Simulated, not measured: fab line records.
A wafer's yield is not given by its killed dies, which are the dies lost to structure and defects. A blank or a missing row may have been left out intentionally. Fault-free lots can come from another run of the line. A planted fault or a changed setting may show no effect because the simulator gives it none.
What tool caused it? -- flow n5Finfet -- Sampling: 24 lots, 72 wafers, 3 of 1938 route steps

== WHAT EACH GAUGE READ, for each wafer ==
N5_BEOL_M5_THK_MEAS_01. Usual: M5_ILD_THK gives 121.0 nm (standard deviation 1.7).
lot,measured,on,M5_ILD_THK (nm),flag
L074,day 7 20:53,filmMetro-02,120.5 122.9 123.0,
L075,day 8 03:18,filmMetro-01,119.7 123.6 121.9,
L076,day 8 13:34,filmMetro-01,122.0 121.7 120.6,
L077,day 8 21:58,filmMetro-02,117.5 119.5 121.0,
L078,day 8 22:07,filmMetro-01,122.4 120.9 123.3,
L079,day 9 01:19,filmMetro-01,119.6 119.3 120.9,
L080,day 10 00:50,filmMetro-01,121.3 122.1 122.3,
L081,day 10 07:12,filmMetro-01,119.1 118.2 119.0,
L083,day 10 11:26,filmMetro-01,120.6 118.4 121.2,
L082,day 10 22:43,filmMetro-02,122.0 122.8 125.3,
L084,day 11 13:26,filmMetro-02,121.9 124.8 124.0,
L085,day 11 13:35,filmMetro-01,118.1 117.9 120.6,
L086,day 11 15:15,filmMetro-01,122.2 120.1 124.1,
L087,day 11 18:34,filmMetro-02,119.4 119.5 120.5,
L089,day 11 19:36,filmMetro-02,117.2 120.1 119.4,
L088,day 11 20:26,filmMetro-02,120.8 123.0 123.5,
L090,day 12 00:13,filmMetro-02,122.4 122.5 119.6,
L091,day 12 20:54,filmMetro-01,117.7 120.1 119.9,
L092,day 12 21:45,filmMetro-02,118.0 118.2 119.5,
L093,day 13 01:22,filmMetro-01,120.4 119.5 123.1,
L094,day 13 23:53,filmMetro-01,118.7 121.1 121.9,
L095,day 13 23:59,filmMetro-02,120.2 122.8 121.7,
L096,day 14 01:30,filmMetro-02,121.1 121.2 122.4,
L097,day 14 06:40,filmMetro-02,119.2 122.3 124.5,

N5_BEOL_M5_INSPECT_30: inspects for defects (brightfield). Usual: 397 for rawDefectCount, sd 85.
lot,measured,on,rawDefectCount,flag
L074,day 8 00:05,defectInspect-01,450 281 464,
L075,day 8 05:53,defectInspect-02,367 415 250,
L076,day 8 19:21,defectInspect-01,463 457 482,
L077,day 9 00:23,defectInspect-02,343 373 436,
L078,day 9 00:44,defectInspect-02,348 400 377,
L079,day 9 07:22,defectInspect-02,386 544 496,
L080,day 10 03:00,defectInspect-02,372 572 404,
L081,day 10 11:14,defectInspect-02,314 394 390,
L083,day 10 14:02,defectInspect-02,418 391 349,
L082,day 11 01:38,defectInspect-02,308 325 333,
L084,day 11 17:12,defectInspect-02,382 359 368,
L085,day 11 17:01,defectInspect-01,344 269 344,
L086,day 11 23:06,defectInspect-01,386 328 480,
L087,day 12 01:43,defectInspect-01,331 503 444,
L089,day 12 01:40,defectInspect-01,303 306 377,
L088,day 12 01:53,defectInspect-01,397 424 517,
L090,day 12 07:52,defectInspect-01,396 815 570,
L091,day 13 01:42,defectInspect-02,482 553 373,
L092,day 13 01:53,defectInspect-02,489 434 493,
L093,day 13 05:51,defectInspect-02,343 448 502,
L094,day 14 03:56,defectInspect-01,408 449 410,
L095,day 14 04:07,defectInspect-02,297 282 391,
L096,day 14 04:17,defectInspect-02,318 348 320,
L097,day 14 13:24,defectInspect-01,454 409 293,

== WHAT TOOL EACH LOT RAN ON (gives the tool, then ch and the chambers of the sampled wafers, and finally the start) ==
lot,N5_BEOL_M5_HM_OPEN_17
L074,"rieMetal-02 ch 0,1, day 7 22:00"
L075,"rieMetal-01 ch 0,1, day 8 04:36"
L076,"rieMetal-02 ch 0,1, day 8 16:50"
L077,"rieMetal-02 ch 0,1, day 8 23:46"
L078,"rieMetal-01 ch 0,1, day 9 00:00"
L079,"rieMetal-01 ch 1, day 9 02:56"
L080,"rieMetal-02 ch 0,1, day 10 02:07"
L081,"rieMetal-01 ch 1, day 10 09:11"
L083,"rieMetal-02 ch 0,1, day 10 12:55"
L082,"rieMetal-01 ch 0,1, day 11 00:30"
L084,"rieMetal-01 ch 0,1, day 11 15:09"
L085,"rieMetal-03 ch 0,1, day 11 15:23"
L086,"rieMetal-02 ch 0, day 11 18:08"
L087,"rieMetal-02 ch 0,1, day 12 00:00"
L089,"rieMetal-03 ch 0,1, day 12 00:10"
L088,"rieMetal-02 ch 0,1, day 12 00:45"
L090,"rieMetal-03 ch 0,1, day 12 01:33"
L091,"rieMetal-02 ch 0,1, day 12 23:40"
L092,"rieMetal-02 ch 0,1, day 13 00:06"
L093,"rieMetal-02 ch 0,1, day 13 03:01"
L094,"rieMetal-01 ch 1, day 14 02:08"
L095,"rieMetal-01 ch 1, day 14 02:20"
L096,"rieMetal-03 ch 0,1, day 14 02:43"
L097,"rieMetal-02 ch 1, day 14 12:37"
- N5_BEOL_M5_HM_OPEN_17: chemistry Cl2/BCl3, target TiN, target depth 20 nm, overetch 6 nm.

== AS READ BY THE TOOLS THEMSELVES (means over the sampled wafers that have a number; for cases with no such wafer, the mark the record gives instead) ==
N5_BEOL_M5_HM_OPEN_17. Usual: bcl3FlowSccm 21.75 sccm, standard deviation 0.063; drypumpMotorCurrentA 5.9 A, standard deviation 0.52; oes_ar_750_au 0.79 a.u., standard deviation 0.12; oesProductAu 0.66 a.u., standard deviation 0.11; throttleValvePct 22.11 %, standard deviation 0.24.
lot,tool,bcl3FlowSccm (sccm),drypumpMotorCurrentA (A),oes_ar_750_au (a.u.),oesProductAu (a.u.),throttleValvePct (%),flag
L074,rieMetal-02,21.76,6.4,0.62,0.52,22.30,
L075,rieMetal-01,21.75,5.5,0.77,0.65,21.86,
L076,rieMetal-02,21.78,6.4,0.62,0.52,22.32,
L077,rieMetal-02,21.71,6.4,0.61,0.51,22.33,
L078,rieMetal-01,21.79,5.5,0.76,0.64,21.88,
L079,rieMetal-01,21.74,5.8,0.80,0.68,21.84,
L080,rieMetal-02,21.81,6.3,0.72,0.61,22.15,
L081,rieMetal-01,21.80,5.8,0.79,0.68,21.82,
L083,rieMetal-02,21.71,6.4,0.83,0.70,22.12,
L082,rieMetal-01,21.63,5.1,0.72,0.59,21.95,
L084,rieMetal-01,21.74,5.1,0.71,0.59,21.94,
L085,rieMetal-03,21.81,5.6,0.81,0.67,22.38,
L086,rieMetal-02,21.74,6.5,0.91,0.77,22.11,
L087,rieMetal-02,21.85,6.3,0.95,0.80,22.06,
L089,rieMetal-03,21.76,5.7,0.73,0.61,22.57,
L088,rieMetal-02,21.70,6.3,0.95,0.80,22.04,
L090,rieMetal-03,21.78,5.7,0.72,0.60,22.57,
L091,rieMetal-02,21.76,6.3,0.93,0.78,22.04,
L092,rieMetal-02,21.71,6.3,0.93,0.79,22.05,
L093,rieMetal-02,21.79,6.3,0.93,0.78,22.05,
L094,rieMetal-01,21.72,5.8,0.77,0.66,21.84,
L095,rieMetal-01,21.77,5.8,0.77,0.66,21.84,
L096,rieMetal-03,21.69,5.6,0.80,0.67,22.39,
L097,rieMetal-02,21.72,6.2,0.90,0.76,22.03,

== THE ANSWER, worked out from the rows above alone ==
Rule: a lot counts as off when the mean over its wafers that have a number is more than 3 standard deviations away from the usual mean. A lot without any number at a reading at which 4 lots or more have one is off too. All remaining lots with rows at the step are treated as sound. The gauges are gone through in route order, then the tools' own readings, and for those a lot's mean is taken as printed above. The first step at which some lot is off is used, and at that step the reading that is off furthest; a lot without a number counts as furthest.
Nothing can be told from this: no lot is off at any reading shown.

== WHAT HAD BEEN PUT IN BY THE SIMULATOR ==
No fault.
